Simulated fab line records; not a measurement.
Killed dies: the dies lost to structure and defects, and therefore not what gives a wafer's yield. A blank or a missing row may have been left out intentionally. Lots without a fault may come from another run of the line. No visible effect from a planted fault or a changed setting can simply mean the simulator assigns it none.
Code-filled problem report in 8D (eight disciplines) form | flow nand-harc | the parts of the form that need people (team, actions taken, sign-off) are left out

== 1. PROBLEM STATEMENT ==
A mean of 70.9 s is read at NHARC_A_CONTACT_ETCH_75 for run-length-s, taken on 1 wafer of 1 lot, against 86.0 s (standard deviation 0.57) on wafers free of any fault. That puts it -26 standard deviations away from the usual mean.
The step: etches the open film in CF4, target depth 39 nm, time 65 s.
First seen on wafer L989.1, day 19 22:32, on rie-diel-05. Wafers with a number at this step in the record: 36, from 12 lots. Rule for "out" (also "out of limits"): further than 4 standard deviations from the usual mean. Any other wafer with a number is counted as sound.

== 2. WHAT IT IS, AND WHAT IT ISN'T ==
question                    | is                | is not
which readings at this step | run-length-s      | drypump-motor-current-A, mfc-ar-sccm, oes-product-au, rf-vpp-V, showerhead-plenum-p-Torr, throttle-valve-pct
which lots                  | L989              | L977, L978, L979, L980, L981, L982, L984, L996, L997, L998, L999
which wafers of those lots  | L989.1            | L989.3, L989.5
read on which tools         | rie-diel-05       | rie-diel-02, rie-diel-13
when                        | from day 19 22:32 | up to then (23 sound wafers); but 12 sound wafers of L996, L997, L998, L999 came after

== 3. SUSPECTS, AND WHAT RULES EACH OUT ==
Counting: any tool at a process step up to the reading remains a suspect provided it ran every lot that is out. Sound lots after the first of them don't rule it out here, since some wafers of a struck lot are sound.
- rie-diel-05 at NHARC_A_CONTACT_ETCH_75 (etches the open film in CF4, target depth 39 nm, time 65 s): kept. It ran the lot that is out, L989 (day 19 22:32); its last sound lot up to then is L984 (day 18 04:47). Out on those wafers are its own readings of run-length-s.
- At NHARC_A_CONTACT_ETCH_75, inside rie-diel-05: chamber 0 took the wafers that are out, while their sound lot-mates went through chambers 1, 2.
Remaining after the count: rie-diel-05 at NHARC_A_CONTACT_ETCH_75.

== 4. THE CAUSE (what the simulator had put in) ==
rie-diel-05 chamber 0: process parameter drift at NHARC_A_CONTACT_ETCH_75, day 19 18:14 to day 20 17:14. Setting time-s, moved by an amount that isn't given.
After counting, this tool was the only one left.

== 5. THE CHAIN OF EFFECTS, in route order ==
Each row: a reading whose mean over the struck wafers that have a number lies more than 3 standard deviations from the usual. Only readings for which the record gives a usual standard deviation are gone through. hours: the time from each lot's start at the first step in this table that gives one to its start at this step, as a median over the lots. sigmas: the change in usual standard deviations.
hours | step                    | reading      | usual  | on struck wafers | change | sigmas
0     | NHARC_A_CONTACT_ETCH_75 | run-length-s | 86.0 s | 70.9             | -15.1  | -26
Here are the process steps it includes:
- NHARC_A_CONTACT_ETCH_75: etches the open film in CF4, target depth 39 nm, time 65 s.

== 6. WHAT WOULD HAVE CAUGHT IT SOONER ==
In this record no reading fell out of limits until day 19 22:32, 4 hours after the fault had begun at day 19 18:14.
